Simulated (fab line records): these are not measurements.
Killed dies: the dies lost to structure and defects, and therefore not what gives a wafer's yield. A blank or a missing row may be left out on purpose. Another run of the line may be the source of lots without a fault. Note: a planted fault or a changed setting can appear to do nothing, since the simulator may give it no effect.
Struck lot and sound lot, side by side / flow nandHarc / 14 out of 1302 route steps
Sound: these wafers, L853.1, L853.2, L853.6. Struck: wafers L850.1, L850.3 (left out: L850.4, a lot-mate that was not struck); the cause follows at the end.
Each step with rows lists, per side, the tool, then ch with its chambers, then its first start. Under that, the readings that differ: sound wafers / struck wafers / difference of the means / sigmas: that difference in standard deviations of wafers without a fault.
alike: words and numbers the same on both sides, and readings whose means are apart by under 2 such deviations; not compared: readings that were withheld, readings missing a value for some wafer, numbers with overlapping values and no deviation given by the record, and bounds like >300 which may hide the same value.
A row with sigmas, a row that says differs or no value, or rows on one side alone: a step with any of these is where the two part. Numbers that don't overlap but have no deviation are shown without sigmas and don't part them. A reading missing from all wafers of one side parts the sides only when that side holds two or more wafers.

first, 10 steps without rows for these wafers: NHARC_A_STAIRCASE_SRD_208; NHARC_A_STAIRCASE_DEHYDRATE_209 (time 120 s); NHARC_A_STAIRCASE_HMDS_210 (time 30 s); NHARC_A_STAIRCASE_COAT_211; NHARC_A_STAIRCASE_SOFTBAKE_212 (time 170 s); NHARC_A_STAIRCASE_EBR_213; NHARC_A_STAIRCASE_EXPOSE_214 (exposes mask STAIR 3); NHARC_A_STAIRCASE_PEB_215 (peb time 130 s); NHARC_A_STAIRCASE_DEVELOP_216 (time 140 s); NHARC_A_STAIRCASE_HARDBAKE_218 (time 140 s).
NHARC_A_STAIRCASE_DESCUM_219: chemistry O2, time 3 s.
  sound on rieDiel-10 ch 0,1,3, day 25 08:05; struck on rieDiel-01 ch 1,2, day 24 21:38
  alike: drypumpMotorCurrentA, oesProductAu, rfVppV, showerheadPlenumPTorr, throttleValvePct
  not compared: rfHoursCounterH
NHARC_A_STAIRCASE_TRIM_220: chemistry O2, time 211.2 s.
  sound on rieDiel-10 ch 0,3, day 25 08:10; struck on rieDiel-01 ch 1,3, day 24 21:43
reading=runLengthS (s); sound=232.8 232.8 232.1; struck=292.3 292.6; difference=+59.9; sigmas=+99 or more
  alike: drypumpMotorCurrentA, oesProductAu, rfVppV, showerheadPlenumPTorr, throttleValvePct
  not compared: rfHoursCounterH
NHARC_A_STAIRCASE_ETCH_221: etches the open film in C4F8/O2, target depth 100 nm, time 40.5 s.
  sound: rieDiel-10 ch 0,2,3; struck: rieDiel-01 ch 1,2
  alike: oesProductAu, rfFwdPowerW, rfVppV
  not compared: rfHoursCounterH
-- jump in the record: it breaks off in module A_STAIRCASE and resumes in module END (first step shown: number 1302 of the route), and 8 days separate the struck wafers' starts before and after --
NHARC_END_SORT_01:
  the record has rows for the struck wafers here (prober-01 ch 0, day 33 03:19) and none for the sound ones

## WHERE THEY PART
Earliest at NHARC_A_STAIRCASE_TRIM_220; latest, in this record, at NHARC_END_SORT_01.

WHY: what the simulator had put in
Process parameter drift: rieDiel-01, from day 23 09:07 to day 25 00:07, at NHARC_A_STAIRCASE_TRIM_220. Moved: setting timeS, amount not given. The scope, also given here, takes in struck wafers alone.
